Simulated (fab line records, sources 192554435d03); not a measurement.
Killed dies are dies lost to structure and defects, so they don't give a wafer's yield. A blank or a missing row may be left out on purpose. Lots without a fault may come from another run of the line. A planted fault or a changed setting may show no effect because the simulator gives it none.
fab line records | flow n5_finfet | part 2 of 2: steps 5 to 6 of 6
record lots=23 wafers=69 last_day=17
route steps=1938 shown STI_FIN_REVEAL@183 DUMMY_GATE@218 SD_EPI_N@273 SD_EPI_P@308
lots that met no fault: from a run of the same line without faults
start_h: hours from the record's first day to the start of the lot's first wafer shown | wait_h: hours since the lot's step before | " the same as in the row above | L1.1+2: a row that stands for several wafers | - no value, or no start given | * or withheld: withheld | < > ~ a bound
route shown NAME@n: a module of which the file shows steps, and the number in the route of the first | usual: mean/standard deviation of fault-free wafers | same: alike in all rows | chamber/n: place in a boat | sites: the reading at each site | _std_site: their standard deviation | _edge_site: outer sites' mean less inner sites' | radius_mm: how far each site lies from the wafer's centre | mask NAME#n: copy n | behind: the tool/chamber that last shaped the wafer | hold: why the lot was held/for how many hours/how that ended | device: the transistor (n, p or np) that didn't switch | end of line: the same wafers' tests at the end of the route | a step without rows: its recipe alone | killed: dies lost to structure and defects at the first sort, not the wafer's yield | map: a wafer's dies, x killed, . not, _ none there
set.NAME: the setting as run; set.NAME@STEP: as run at that earlier step | model.NAME: the simulator's own value behind a step, which no gauge read
steps of the route over a sample of lots; a table a step, a row a wafer
services: from which hour (start_h, from the record's first day; less than 0 if before it) a tool's chamber was out of use, for how many hours, and why
## steps
# step N5_SD_EPI_N_ETCHBACK_44
# recipe chemistry=CH3F/O2 mode=anisotropic_etchback target=SiNx target_depth_a=145 stop_on=SiO2 over_etch_frac=0.3 ion_energy_ev=120 pressure_mtorr=30 source_w=395 bias_w=73 Ar_flow_sccm=150 CH3F_flow_sccm=30 O2_flow_sccm=20
# usual drypump_motor_current_A=5.6/0.41 oes_product_au=0.67/0.079 rf_vpp_V=297/7.8 showerhead_plenum_p_Torr=2.01/0.048 throttle_valve_pct=16.43/0.18
# same over_etch_frac=0.3
# columns lot.wafer tool chamber start_h wait_h drypump_motor_current_A oes_product_au rf_hours_counter_h rf_vpp_V showerhead_plenum_p_Torr throttle_valve_pct
L074.1 rie_diel-05 3 54.57 0.0 5.8 0.64 136 294 2.00 16.59
L074.2 " 1 " " 5.3 0.59 230 286 2.07 16.76
L074.4 " 0 " " 6.0 0.64 143 290 1.91 16.31
L075.3 rie_diel-03 2 57.06 0.0 5.3 0.62 187 302 2.05 16.49
L075.4 " 3 " " 5.4 0.59 235 302 2.06 16.68
L075.6 " 2 " " 5.3 0.62 - 303 2.05 16.50
L076.2 rie_diel-04 2 62.48 0.0 5.5 0.58 246 294 1.95 16.74
L076.3 " 3 " " 6.3 0.63 194 305 2.06 16.36
L076.5 " 0 " " 4.8 0.76 - 303 2.04 16.16
L077.4 rie_diel-04 1 67.79 0.0 5.3 0.82 2 302 1.97 16.44
L077.5 " 1 " " 5.3 0.82 - 302 1.98 16.44
L077.6 " 2 " " 5.5 0.59 - 294 1.95 16.72
L078.1 rie_diel-04 1 74.29 0.0 5.3 0.81 4 301 1.97 16.43
L078.2 " 2 " " 5.5 0.59 249 295 1.95 16.71
L078.6 " 1 " " 5.3 0.81 - 303 1.97 16.43
L079.2 rie_diel-03 0 80.17 0.0 5.8 0.60 213 286 1.99 16.53
L079.3 " 3 " " 5.5 0.58 242 301 2.06 16.68
L079.6 " 0 " " 5.8 0.59 - 287 1.99 16.52
L080.2 rie_diel-05 1 84.47 0.0 5.3 0.59 241 284 2.07 16.78
L080.3 " 3 " " 5.8 0.63 148 294 2.00 16.62
L080.6 " 2 " " 5.3 0.69 - 295 2.01 16.21
L081.2 rie_diel-05 0 94.27 0.0 6.0 0.63 154 290 1.90 16.33
L081.5 " 0 " " 6.0 0.63 - 290 1.90 16.31
L081.6 " 1 " " 5.2 0.58 - 284 2.06 16.81
L082.1 rie_diel-05 1 102.22 0.0 5.3 0.59 246 286 2.06 16.80
L082.3 " 2 " " 5.3 0.68 89 293 2.01 16.22
L082.4 " 0 " " 5.9 0.63 156 289 1.90 16.31
L083.1 rie_diel-05 3 111.75 0.0 5.8 0.62 156 293 2.00 16.63
L083.2 " 2 " " 5.3 0.67 92 293 2.01 16.24
L083.4 " 1 " " 5.3 0.58 249 284 2.06 16.80
L084.2 rie_diel-04 1 115.56 0.0 5.3 0.77 20 301 1.97 16.47
L084.3 " 2 " " 5.5 0.81 7 293 1.95 16.27
L084.6 " 2 " " 5.5 0.81 - 296 1.95 16.26
L087.3 rie_diel-03 1 133.64 0.0 6.3 0.73 61 311 2.02 16.29
L087.5 " 1 " " 6.3 0.72 - 311 2.02 16.27
L087.6 " 0 " " 5.8 0.58 - 286 1.98 16.58
L085.1 rie_diel-04 3 134.84 0.0 6.3 0.61 221 305 2.05 16.39
L085.3 " 0 " " 4.8 0.72 57 304 2.04 16.19
L085.4 " 2 " " 5.5 0.78 14 294 1.94 16.29
L086.2 rie_diel-05 2 139.45 0.0 5.3 0.67 105 294 2.01 16.25
L086.4 " 0 " " 6.0 0.62 170 289 1.90 16.36
L086.6 " 2 " " 5.3 0.67 - 293 2.01 16.23
L088.1 rie_diel-04 2 145.81 0.0 5.5 0.78 18 294 1.94 16.29
L088.5 " 0 " " 4.8 0.73 - 303 2.03 16.22
L088.6 " 3 " " 6.3 0.61 - 306 2.05 16.43
L089.3 rie_diel-03 0 149.84 0.0 5.8 0.58 239 288 1.98 16.57
L089.4 " 2 " " 5.4 0.61 222 302 2.04 16.57
L089.6 " 3 " " 5.4 0.79 - 300 2.05 16.22
L091.1 rie_diel-05 3 154.35 0.0 5.8 0.62 173 293 1.99 16.65
L091.2 " 2 " " 5.3 0.66 109 294 2.01 16.26
L091.6 " 3 " " 5.8 0.62 - 293 1.99 16.68
L090.2 rie_diel-03 3 154.55 0.0 5.5 0.79 13 302 2.05 16.25
L090.4 " 2 " " 5.3 0.60 224 303 2.04 16.57
L090.5 " 0 " " 5.8 0.58 - 286 1.98 16.59
L092.1 rie_diel-03 2 161.87 0.0 5.3 0.60 226 303 2.04 16.56
L092.4 " 0 " " 5.8 0.58 243 287 1.98 16.58
L092.6 " 3 " " 5.4 0.78 - 301 2.05 16.25
L093.1 rie_diel-04 0 163.25 0.0 4.8 0.72 67 302 2.03 16.22
L093.3 " 1 " " 5.2 0.74 37 302 1.96 16.49
L093.4 " 2 " " 5.5 0.77 24 294 1.94 16.32
L094.2 rie_diel-03 1 169.62 0.0 6.3 0.71 74 312 2.02 16.33
L094.3 " 3 " " 5.5 0.78 19 299 2.05 16.26
L094.5 " 3 " " 5.5 0.79 - 301 2.05 16.24
L095.4 rie_diel-03 2 174.39 0.0 5.4 0.60 231 303 2.04 16.58
L095.5 " 2 " " 5.3 0.60 - 302 2.04 16.57
L095.6 " 3 " " 5.5 0.77 - 301 2.05 16.25
L096.4 rie_diel-05 3 180.17 0.0 5.8 0.61 181 293 1.99 16.67
L096.5 " 1 " " 5.3 0.78 - 284 2.06 16.42
L096.6 " 0 " " 6.0 0.61 - 288 1.89 16.39
# step N5_SD_EPI_P_ETCH_37
# recipe chemistry=N2/H2 target=SOC overetch_a=1080 mask_material=SiARC temp_c=40 ion_energy_ev=100 source_w=3000 bias_w=133 pressure_mtorr=20 time_s=486 n2_flow_sccm=200 h2_flow_sccm=200 ends=end_point
# usual drypump_motor_current_A=5.5/0.32 oes_product_au=0.68/0.064 rf_vpp_V=241.1/1.2 showerhead_plenum_p_Torr=2.56/0.067 throttle_valve_pct=23.9/0.32
# columns lot.wafer tool chamber start_h wait_h drypump_motor_current_A oes_product_au rf_hours_counter_h rf_vpp_V showerhead_plenum_p_Torr throttle_valve_pct
L075.3 rie_diel-02 1 61.71 0.0 5.9 0.67 176 241.6 2.52 23.5
L075.4 " 3 " " 5.7 0.66 - 239.7 2.52 24.2
L075.6 " 2 " " 5.7 0.66 - 242.5 2.59 23.4
L074.1 rie_diel-01 0 61.88 0.0 5.3 0.85 2 241.6 2.58 23.8
L074.2 " 2 " " 5.9 0.67 175 240.3 2.53 24.2
L074.4 " 1 " " 5.5 0.70 123 241.6 2.65 23.8
L076.2 rie_diel-02 1 66.73 0.0 5.9 0.67 177 239.7 2.52 23.5
L076.3 " 2 " " 5.7 0.65 211 242.9 2.59 23.4
L076.5 " 3 " " 5.8 0.66 - 240.4 2.52 24.2
L077.4 rie_diel-01 3 75.22 0.0 5.2 0.65 193 242.0 2.52 23.8
L077.5 " 1 " " 5.6 0.69 - 242.4 2.65 23.7
L077.6 " 2 " " 5.9 0.67 - 240.4 2.52 24.3
L078.1 rie_diel-01 2 79.17 0.0 5.8 0.66 181 239.5 2.52 24.3
L078.2 " 3 " " 5.2 0.65 194 240.0 2.52 23.9
L078.6 " 1 " " 5.5 0.70 - 242.7 2.65 23.8
L079.2 rie_diel-06 0 84.39 0.0 5.4 0.68 131 241.0 2.67 24.1
L079.3 " 2 " " 5.0 0.81 34 241.9 2.58 23.5
L079.6 " 3 " " 4.9 0.64 - 237.8 2.40 23.9
L080.2 rie_diel-02 2 88.99 0.0 5.7 0.65 217 243.1 2.59 23.4
L080.3 " 0 " " 5.8 0.84 11 239.8 2.57 23.1
L080.6 " 3 " " 5.8 0.65 - 243.1 2.51 24.2
L081.2 rie_diel-06 3 101.99 0.0 4.9 0.64 197 239.8 2.39 23.9
L081.5 " 2 " " 5.0 0.80 - 241.3 2.58 23.5
L081.6 " 1 " " 6.0 0.63 - 241.0 2.64 24.3
L082.1 rie_diel-02 1 106.63 0.0 5.9 0.66 188 241.2 2.51 23.5
L082.3 " 3 " " 5.8 0.65 205 241.0 2.51 24.2
L082.4 " 0 " " 5.8 0.83 15 241.6 2.57 23.1
L083.1 rie_diel-01 2 116.08 0.0 5.9 0.66 191 240.1 2.52 24.3
L083.2 " 3 " " 5.2 0.64 205 241.2 2.52 23.9
L083.4 " 1 " " 5.5 0.69 - 241.8 2.64 23.8
L084.2 rie_diel-01 3 120.40 0.0 5.2 0.64 207 241.2 2.51 23.9
L084.3 " 1 " " 5.5 0.68 140 240.9 2.64 23.8
L084.6 " 1 " " 5.5 0.68 - 242.0 2.64 23.8
L087.3 rie_diel-01 2 137.91 0.0 5.9 0.64 198 240.1 2.52 24.3
L087.5 " 2 " " 5.8 0.65 - 240.7 2.52 24.3
L087.6 " 1 " " 5.5 0.68 - 242.5 2.64 23.8
L085.1 rie_diel-01 2 140.24 0.0 5.9 0.65 200 241.1 2.52 24.3
L085.3 " 1 " " 5.5 0.68 148 241.9 2.64 23.8
L085.4 " 3 " " 5.2 0.64 213 240.7 2.51 23.9
L086.2 rie_diel-02 2 143.59 0.0 5.7 0.64 234 241.2 2.58 23.4
L086.4 " 0 " " 5.8 0.80 28 242.3 2.56 23.1
L086.6 " 1 " " 5.9 0.65 - 239.7 2.51 23.6
L088.1 rie_diel-06 1 149.89 0.0 5.9 0.63 207 243.6 2.63 24.3
L088.5 " 0 " " 5.3 0.67 - 241.9 2.66 24.1
L088.6 " 1 " " 6.0 0.63 - 241.3 2.63 24.3
L089.3 rie_diel-06 2 154.22 0.0 5.0 0.78 54 241.7 2.57 23.6
L089.4 " 1 " " 6.0 0.63 208 241.6 2.63 24.3
L089.6 " 0 " " 5.4 0.67 - 242.2 2.66 24.1
L091.1 rie_diel-06 2 158.39 0.0 5.0 0.78 54 242.0 2.57 23.6
L091.2 " 1 " " 6.0 0.63 209 241.3 2.63 24.3
L091.6 " 3 " " 4.9 0.63 - 239.7 2.39 23.9
L090.2 rie_diel-01 3 159.01 0.0 5.2 0.63 218 239.5 2.51 23.9
L090.4 " 0 " " 5.3 0.78 29 241.0 2.57 23.8
L090.5 " 1 " " 5.5 0.68 - 242.4 2.64 23.8
L092.1 rie_diel-06 0 167.00 0.0 5.3 0.65 155 241.6 2.66 24.1
L092.4 " 3 " " 4.9 0.62 217 239.6 2.39 23.9
L092.6 " 3 " " 4.9 0.62 - 238.1 2.39 23.9
L093.1 rie_diel-01 3 168.12 0.0 5.2 0.64 221 240.9 2.51 23.9
L093.3 " 2 " " 5.8 0.65 207 240.4 2.51 24.3
L093.4 " 0 " " 5.3 0.77 32 241.9 2.57 23.8
L094.2 rie_diel-01 0 174.51 0.0 5.3 0.78 35 241.3 2.57 23.8
L094.3 " 1 " " 5.5 0.67 159 242.7 2.64 23.8
L094.5 " 3 " " 5.2 0.63 - 241.4 2.51 23.9
L095.4 rie_diel-01 2 178.67 0.0 5.9 0.64 211 238.9 2.51 24.3
L095.5 " 2 " " 5.9 0.64 - 239.5 2.51 24.3
L095.6 " 1 " " 5.5 0.68 - 242.4 2.63 23.8
L096.4 rie_diel-01 2 184.61 0.0 5.9 0.64 213 240.3 2.51 24.3
L096.5 " 1 " " 5.5 0.67 - 242.0 2.63 23.8
L096.6 " 0 " " 5.3 0.77 - 242.2 2.56 23.8
## services
# columns tool chamber start_h hours kind
ald_sin-04 3 12.80 7.1 repair
cmp-03 - 14.84 0.4 repair
cmp-03 - 26.58 1.3 repair
rie_diel-01 - 30.20 1.6 repair
rie_diel-06 0 30.96 1.5 repair
rie_si-06 3 34.96 11.3 repair
cmp-03 - 59.88 3.7 pm
rie_diel-05 0 63.64 5.0 repair
cmp-02 - 65.66 13.7 pm
rie_si-06 0 66.67 2.8 repair
ald_sin-03 - 85.25 14.0 pm
rie_diel-01 - 94.56 2.8 pm
rie_si-01 - 100.82 0.3 repair
cmp-02 - 112.86 1.6 repair
rie_diel-01 0 114.37 7.6 repair
rie_diel-06 1 127.09 2.5 repair
rie_si-02 2 137.22 8.0 repair
cmp-03 - 139.32 4.0 pm
rie_diel-01 3 142.69 2.2 repair
rie_diel-04 3 149.33 7.2 repair
ald_sin-03 - 161.72 6.1 pm
cmp-02 - 169.22 0.3 repair
rie_diel-04 2 169.75 12.7 repair
cmp-02 - 180.72 4.0 pm
